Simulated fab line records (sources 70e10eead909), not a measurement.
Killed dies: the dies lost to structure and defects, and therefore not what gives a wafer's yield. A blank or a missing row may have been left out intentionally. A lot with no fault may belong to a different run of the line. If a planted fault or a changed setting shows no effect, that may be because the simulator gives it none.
Chamber matching | flow nand-harc | NHARC_A_WL_FILL_ALD_02 on ald-metal-03 has 4 sister chambers
The step deposits TiN, target thk 2 nm, pulse time 3 s, ald cycles 100. 14 wafers are shown with their chamber, then 7 later ones without.

== WAFERS PAIRED WITH THEIR CHAMBERS ==
wafer  | chamber | heater-power-outer-w (W) | heater-power-w (W) | precursor-pulse-height-rel
L779.1 | 3       | 683                      | 1096               | 0.991
L779.2 | 2       | 883                      | 1279               | 0.993
L779.3 | 1       | 706                      | 1055               | 1.028
L782.3 | 3       | 693                      | 1101               | 1.010
L782.4 | 1       | 710                      | 1033               | 0.996
L782.5 | 1       | 693                      | 1022               | 0.984
L783.3 | 2       | 894                      | 1253               | 0.997
L783.5 | 2       | 902                      | 1263               | 1.015
L783.6 | 3       | 693                      | 1109               | 0.991
L786.1 | 0       | 544                      | 923                | 0.984
L786.5 | 1       | 694                      | 1073               | 1.036
L786.6 | 0       | 552                      | 935                | 0.984
L793.1 | 0       | 564                      | 970                | 0.985
L793.2 | 1       | 707                      | 1032               | 0.971

SIGNATURES, as means of the wafers listed above
reading                    | chamber 0 | chamber 1 | chamber 2 | chamber 3 | scatter within a chamber
heater-power-outer-w       | 553.33    | 702.00    | 893.00    | 689.67    | 8.37
heater-power-w             | 942.67    | 1043.00   | 1265.00   | 1102.00   | 18.2
precursor-pulse-height-rel | 0.98433   | 1.00300   | 1.00167   | 0.99733   | 0.0191
Rule: a wafer lies at a distance from a chamber equal to the root of the sum of squares, over the readings, of (its reading less the chamber's mean, divided by the reading's scatter). The wafer belongs to the nearest chamber; if the next one is less than 2 further off, it can't be placed. The scatter is the square root of a quotient: the sum, over the shown wafers, of each reading's squared deviation from its chamber's mean, divided by wafers minus chambers.

== WAFERS WITHOUT THEIR CHAMBER ==
wafer  | heater-power-outer-w (W) | heater-power-w (W) | precursor-pulse-height-rel
L793.3 | 646                      | 1116               | 0.987
L792.3 | 687                      | 1066               | 0.980
L792.5 | 564                      | 969                | 1.035
L792.6 | 649                      | 1098               | 1.041
L800.1 | 710                      | 1041               | 0.990
L800.2 | 854                      | 1197               | 0.972
L800.5 | 690                      | 1041               | 1.029

== WHICH CHAMBER EACH WENT THROUGH ==
wafer  | from the rows above     | in truth
L793.3 | 3                       | 3
L792.3 | can't be placed: 3 or 1 | 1
L792.5 | 0                       | 0
L792.6 | can't be placed: 3 or 1 | 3
L800.1 | 1                       | 1
L800.2 | 2                       | 2
L800.5 | can't be placed: 1 or 3 | 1
Correctly placed: 4 of 7. These rows do not allow placing 3 (true chamber among the candidates in 3). Wrongly placed: 0.
